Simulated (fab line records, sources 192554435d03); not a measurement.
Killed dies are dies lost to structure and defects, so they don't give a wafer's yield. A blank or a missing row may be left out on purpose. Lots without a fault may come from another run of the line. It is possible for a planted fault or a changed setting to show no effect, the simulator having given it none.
Which of the tools did it? ; flow n5 finfet ; Sampling: 8 lots, 24 wafers, 6 of 1938 route steps

== WHAT THE GAUGES READ, wafer by wafer ==
N5_STI_FIN_REVEAL_CD_MEAS_22: target cd 6.238 nm, pitch 28 nm.
lot;measured;on;cd nm (nm)
L511;day 2 21:22;cd sem-02;6.15 6.31 6.27
L514;day 3 14:07;cd sem-01;5.98 5.66 6.16
L519;day 4 20:46;cd sem-03;7.28 7.33 7.38
L520;day 5 02:21;cd sem-03;7.26 7.49 7.25
L522;day 5 13:01;cd sem-01;6.62 6.42 6.27
L530;day 7 13:40;cd sem-03;5.82 6.53 6.16
L531;day 7 19:22;cd sem-03;6.76 6.11 6.50
L532;day 8 00:52;cd sem-03;6.43 6.08 6.40

N5_BEOL_M4_RC_MEAS_101.
lot;measured;on;DIBL_N (mV/V);DIBL_P (mV/V);IOFF_N (nA/um);IOFF_N_85C (nA/um);IOFF_N_LIN (nA/um);IOFF_N_LONG (nA/um);IOFF_P (nA/um);IOFF_P_85C (nA/um);IOFF_P_LIN (nA/um);ION_N (uA/um);ION_P (uA/um);REXT_N (ohm.um);REXT_P (ohm.um);SS_N (mV/dec);SS_P (mV/dec);VT_N (mV);VT_N_LONG (mV);VT_N_LVT (mV);VT_P (mV);VT_P_LVT (mV)
L511;day 8 03:34;prober-01;37.4 34.4 35.2;38.9 35.6 35.5;0.206 0.145 0.154;3.8 2.9 3.0;0.094 0.071 0.072;5.56e-05 5.51e-05 5.56e-05;0.25 0.19 0.19;4.1 3.4 3.3;0.107 0.092 0.089;692 676 664;463 462 451;78.7 78.5 78.2;101.8 101.1 102.8;72.8 71.5 71.9;74.3 73.1 72.6;244.1 248.1 248.0;272.8 273.7 274.0;92.8 98.1 98.2;-251 -254 -255;-98.5 -100.3 -101.5
L514;day 8 17:10;prober-02;37.9 36.6 39.2;37.4 35.8 38.7;0.156 0.136 0.189;3.1 2.7 3.6;0.069 0.066 0.081;5.3e-05 5.24e-05 5.3e-05;0.19 0.18 0.24;3.4 3.2 4.0;0.091 0.089 0.104;664 662 678;448 451 458;74.5 75.9 75.2;101.3 101.0 100.8;71.6 71.7 72.0;73.6 73.1 73.8;252.5 253.1 248.9;277.4 277.9 278.8;100.5 100.0 96.3;-253 -254 -251;-100.5 -101.4 -97.5
L519;day 10 04:53;prober-02;42.3 39.9 43.6;44.6 42.8 45.3;0.407 0.331 0.472;6.8 5.7 7.7;0.187 0.161 0.200;7.23e-05 7.32e-05 7.41e-05;0.41 0.35 0.43;6.5 5.7 6.7;0.195 0.178 0.200;723 724 731;481 485 481;68.6 68.6 67.9;93.1 92.3 91.3;73.2 71.4 73.3;74.9 74.4 76.1;236.0 239.3 233.9;264.0 264.4 266.6;82.0 83.6 80.8;-241 -243 -239;-88.7 -90.1 -87.4
L520;day 10 11:17;prober-02;44.3 44.0 43.0;45.6 46.5 44.7;0.426 0.408 0.378;7.2 7.0 6.5;0.193 0.191 0.177;7.44e-05 7.48e-05 7.38e-05;0.46 0.50 0.44;7.2 7.6 6.9;0.216 0.232 0.213;726 729 727;487 497 489;69.5 68.7 69.3;91.9 89.9 91.5;72.5 72.9 73.0;75.9 75.1 75.4;233.6 233.9 233.4;265.3 267.6 264.8;84.9 83.6 84.7;-241 -237 -239;-89.8 -88.7 -90.9
L522;day 10 21:25;prober-01;38.7 37.7 36.6;37.3 36.7 34.5;0.185 0.170 0.151;3.6 3.4 3.0;0.081 0.076 0.066;5.56e-05 5.5e-05 5.52e-05;0.24 0.22 0.19;4.0 3.8 3.3;0.109 0.103 0.092;683 676 654;466 463 450;73.6 72.1 74.8;105.2 106.2 107.6;71.8 71.8 71.3;73.4 74.3 73.6;248.5 249.2 253.6;274.9 275.3 275.0;96.7 96.9 100.0;-250 -248 -251;-95.9 -96.9 -99.4
L530;day 13 17:08;prober-01;34.9 35.7 36.4;34.5 36.9 37.7;0.122 0.148 0.163;2.5 2.9 3.2;0.060 0.071 0.077;5.71e-05 5.65e-05 5.7e-05;0.17 0.21 0.21;3.1 3.6 3.6;0.087 0.100 0.098;666 683 683;455 467 465;74.3 75.5 73.7;103.6 102.4 104.9;71.1 70.8 71.6;73.3 73.6 73.8;253.6 250.6 250.1;273.5 275.7 274.1;103.6 98.9 98.3;-252 -250 -251;-102.1 -99.4 -99.3
L531;day 13 21:15;prober-01;37.1 35.3 36.2;36.8 34.9 36.0;0.195 0.147 0.178;3.7 2.9 3.4;0.085 0.068 0.079;5.63e-05 5.65e-05 5.6e-05;0.23 0.19 0.22;4.0 3.4 3.8;0.109 0.095 0.104;678 672 677;461 457 463;75.3 75.2 75.1;101.1 102.7 102.2;71.9 71.5 72.2;72.9 72.3 72.4;247.2 251.9 249.4;275.1 275.5 274.9;95.8 100.8 97.8;-250 -253 -250;-97.9 -100.0 -98.4
L532;day 15 05:43;prober-01;35.2 34.7 36.7;34.8 33.7 36.9;0.156 0.139 0.201;3.0 2.7 3.7;0.071 0.066 0.090;5.82e-05 6.07e-05 6.03e-05;0.22 0.20 0.26;3.9 3.6 4.4;0.110 0.104 0.125;662 670 694;460 468 482;75.8 74.5 73.6;104.2 102.0 102.8;71.1 70.9 71.0;73.1 72.1 73.1;247.2 251.6 243.3;271.6 270.0 270.8;97.4 98.4 91.3;-244 -245 -242;-96.3 -96.0 -92.5

== WHICH TOOL RAN EACH LOT (tool, then ch and the chambers of the sampled wafers, then the start) ==
lot;N5_FIN_CUT_STRIP_24;N5_FIN_CUT_CUT_ETCH_26;N5_STI_FIN_REVEAL_DENSIFY_30;N5_STI_FIN_REVEAL_OXIDATION_33
L511;rie diel-04 ch 1,2,3, day 2 12:08;rie diel-04 ch 1,2,3, day 2 12:09;rtp anneal-01 ch 0, day 2 18:16;plasma asher-02 ch 1, day 2 21:12
L514;rie diel-02 ch 0,2, day 3 04:25;rie diel-02 ch 0,2, day 3 04:26;rtp anneal-02 ch 0, day 3 10:49;plasma asher-01 ch 0,1, day 3 13:58
L519;rie diel-05 ch 1,2, day 4 10:08;rie diel-05 ch 1,2, day 4 10:10;rtp anneal-01 ch 0, day 4 17:39;plasma asher-01 ch 0,1, day 4 20:36
L520;rie diel-04 ch 1,2,3, day 4 15:40;rie diel-04 ch 1,2,3, day 4 15:41;rtp anneal-01 ch 0, day 4 23:14;plasma asher-01 ch 0,1, day 5 02:11
L522;rie diel-05 ch 0,1,2, day 5 03:52;rie diel-05 ch 0,1,2, day 5 03:53;rtp anneal-02 ch 0, day 5 09:50;plasma asher-01 ch 0,1, day 5 12:51
L530;rie diel-05 ch 1,2,3, day 7 04:26;rie diel-05 ch 1,2,3, day 7 04:27;rtp anneal-01 ch 0, day 7 10:34;plasma asher-01 ch 0,1, day 7 13:30
L531;rie diel-05 ch 1,3, day 7 10:14;rie diel-05 ch 1,3, day 7 10:16;rtp anneal-02 ch 0, day 7 16:13;plasma asher-02 ch 0, day 7 19:13
L532;rie diel-02 ch 1,2,3, day 7 15:47;rie diel-02 ch 1,2,3, day 7 15:49;rtp anneal-01 ch 0, day 7 21:44;plasma asher-01 ch 0,1, day 8 00:42
- N5_FIN_CUT_STRIP_24: strips in CF4.
- N5_FIN_CUT_CUT_ETCH_26: etches SiNx in CH3F/O2, target depth 39 nm, time 55.7 s.
- N5_STI_FIN_REVEAL_DENSIFY_30
- N5_STI_FIN_REVEAL_OXIDATION_33: chemistry O2 PLASMA REMOTE, time 20 s.

== WHAT THE TOOLS THEMSELVES READ (means of the sampled wafers that have a number; where no wafer has one, the mark that the record gives instead) ==
N5_FIN_CUT_STRIP_24.
lot;tool;cf4 flow sccm (sccm);drypump motor current A (A);oes product au (a.u.);rf vpp V (V);showerhead plenum p Torr (Torr);throttle valve pct (%)
L511;rie diel-04;150.3;5.1;0.73;272.2;1.84;13.85
L514;rie diel-02;149.4;5.6;0.81;271.3;1.84;13.57
L519;rie diel-05;150.1;5.9;0.79;269.7;1.76;13.65
L520;rie diel-04;150.1;5.1;0.72;272.8;1.84;13.88
L522;rie diel-05;150.2;5.6;0.76;271.1;1.79;13.76
L530;rie diel-05;150.0;5.8;0.77;270.4;1.76;13.67
L531;rie diel-05;150.0;5.7;0.77;270.7;1.76;13.63
L532;rie diel-02;149.8;5.8;0.85;272.6;1.86;13.56

N5_FIN_CUT_CUT_ETCH_26.
lot;tool;O2_flow_sccm (sccm);drypump motor current A (A);oes_o_777_au (a.u.);oes product au (a.u.);rf vpp V (V);showerhead plenum p Torr (Torr);throttle valve pct (%)
L511;rie diel-04;19.95;5.1;0.72;0.72;303;2.05;16.59
L514;rie diel-02;20.01;5.6;0.80;0.82;300;2.06;16.39
L519;rie diel-05;19.95;5.9;0.82;0.80;289;1.95;16.40
L520;rie diel-04;19.94;5.1;0.71;0.71;304;2.04;16.61
L522;rie diel-05;20.03;5.6;0.77;0.76;296;2.00;16.57
L530;rie diel-05;20.06;5.7;0.78;0.78;294;1.95;16.43
L531;rie diel-05;19.94;5.6;0.76;0.78;298;1.96;16.42
L532;rie diel-02;20.00;5.8;0.86;0.87;301;2.09;16.43

N5_STI_FIN_REVEAL_DENSIFY_30.
lot;tool;lamp power pct (%)
L511;rtp anneal-01;11.50
L514;rtp anneal-02;11.51
L519;rtp anneal-01;11.53
L520;rtp anneal-01;11.54
L522;rtp anneal-02;11.55
L530;rtp anneal-01;11.53
L531;rtp anneal-02;11.56
L532;rtp anneal-01;11.54

N5_STI_FIN_REVEAL_OXIDATION_33.
lot;tool;chamber pressure mTorr (mTorr);drypump motor current A (A);heater power w (W);temp c max
L511;plasma asher-02;998.9;5.57;155;150.6
L514;plasma asher-01;1000.2;5.70;152;150.5
L519;plasma asher-01;-;-;-;-
L520;plasma asher-01;-;-;-;-
L522;plasma asher-01;999.7;5.81;160;150.9
L530;plasma asher-01;1000.1;5.73;154;150.5
L531;plasma asher-02;1000.4;5.87;154;150.5
L532;plasma asher-01;1000.7;5.74;150;150.6

== THE ANSWER, worked out from the rows above alone ==
Rule: the usual values come from the lots themselves. Put in order of their means at a reading, lots are off if they are a third of the lots or fewer, leave a main group of 4 or more, and stand apart from it by a gap of 3 or more times the standard deviation of the main group's means; of several such gaps the widest counts. If all means in a main group match to the digits the tables above print for the reading, that group is not used. Also off: a lot with no number at a reading for which 4 or more lots have one. Where the step has rows for the other lots, those lots are counted as sound. After the gauges, taken in route order, come the tools' own readings; for these a lot's mean is taken, as printed above. The first step at which some lot is off is used, and at that step the reading that is off furthest; a lot without a number counts as furthest.
Off at N5_STI_FIN_REVEAL_CD_MEAS_22 (cd nm): L519, L520. For the main group the mean is 6.26 nm and the standard deviation 0.18.
A tool fits if, at a process step before that reading, it ran every lot that is off, and no sound lot after the first of them. The gauges at N5_STI_FIN_REVEAL_CD_MEAS_22 aren't tried: what is off there is off at N5_BEOL_M4_RC_MEAS_101 too, on other tools, and a gauge's error can't cause that. None of those tried fits.

== WHAT HAD BEEN PUT IN BY THE SIMULATOR ==
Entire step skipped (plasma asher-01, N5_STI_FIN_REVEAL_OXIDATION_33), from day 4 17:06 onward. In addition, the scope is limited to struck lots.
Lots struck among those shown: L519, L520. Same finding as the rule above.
